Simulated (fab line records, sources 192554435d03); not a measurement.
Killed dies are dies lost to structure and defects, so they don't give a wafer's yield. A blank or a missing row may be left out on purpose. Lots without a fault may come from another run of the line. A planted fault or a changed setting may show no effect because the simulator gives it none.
Chamber matching | flow n5_finfet | N5_FIN_SAQP_FIN_ETCH_36 on rie_si-06: 4 sister chambers
The step etches the open film in HBr/Cl2/O2, target depth 120 nm, time 50.4 s. 16 wafers are shown with their chamber, then 8 later ones without.

WAFERS WITH THEIR CHAMBER
wafer  | chamber | drypump_motor_current_A (A) | throttle_valve_pct (%) | oes_product_au (a.u.)
L076.1 | 2       | 6.7                         | 36.24                  | 1.004
L076.2 | 0       | 5.7                         | 36.32                  | 0.993
L076.3 | 1       | 5.2                         | 35.95                  | 0.969
L076.4 | 3       | 5.4                         | 36.36                  | 0.973
L076.5 | 2       | 6.7                         | 36.24                  | 0.998
L076.6 | 1       | 5.2                         | 35.95                  | 0.976
L077.1 | 1       | 5.2                         | 35.94                  | 0.986
L077.5 | 1       | 5.2                         | 35.96                  | 0.978
L077.6 | 0       | 5.7                         | 36.30                  | 1.016
L078.3 | 0       | 5.6                         | 36.30                  | 1.009
L078.4 | 1       | 5.2                         | 35.95                  | 0.975
L078.6 | 2       | 6.7                         | 36.23                  | 1.016
L082.1 | 3       | 5.4                         | 36.35                  | 0.984
L082.4 | 0       | 5.7                         | 36.32                  | 1.006
L082.5 | 1       | 5.2                         | 35.93                  | 0.970
L089.1 | 3       | 5.4                         | 36.34                  | 0.993

SIGNATURES (means of the wafers above)
reading                 | chamber 0 | chamber 1 | chamber 2 | chamber 3 | scatter within a chamber
drypump_motor_current_A | 5.675     | 5.200     | 6.700     | 5.400     | 0.025
throttle_valve_pct      | 36.3100   | 35.9467   | 36.2367   | 36.3500   | 0.01
oes_product_au          | 1.00600   | 0.97567   | 1.00600   | 0.98333   | 0.00835
Rule: a wafer's distance from a chamber is the root of the sum, over the readings, of the square of ((its reading less the chamber's mean) divided by the reading's scatter). The wafer belongs to the nearest chamber; if the next one is less than 2 further off, it can't be placed. The scatter: the root of (the sum of the squares of (reading less its chamber's mean) over the shown wafers, divided by (wafers less chambers)).

WAFERS WITHOUT THEIR CHAMBER
wafer  | drypump_motor_current_A (A) | throttle_valve_pct (%) | oes_product_au (a.u.)
L089.2 | 5.7                         | 36.29                  | 1.012
L089.4 | 6.7                         | 36.24                  | 1.000
L094.1 | 6.7                         | 36.23                  | 1.008
L094.4 | 5.4                         | 36.35                  | 0.988
L094.6 | 5.2                         | 35.94                  | 0.982
L096.1 | 5.2                         | 35.94                  | 0.980
L096.2 | 5.4                         | 36.35                  | 0.981
L096.5 | 6.7                         | 36.24                  | 1.014

WHICH CHAMBER EACH WENT THROUGH
wafer  | from the rows above | in truth
L089.2 | 0                   | 0
L089.4 | 2                   | 2
L094.1 | 2                   | 2
L094.4 | 3                   | 3
L094.6 | 1                   | 1
L096.1 | 1                   | 1
L096.2 | 3                   | 3
L096.5 | 2                   | 2
Placed correctly: 8 of 8. Can't be placed from these rows: 0. Placed wrongly: 0.
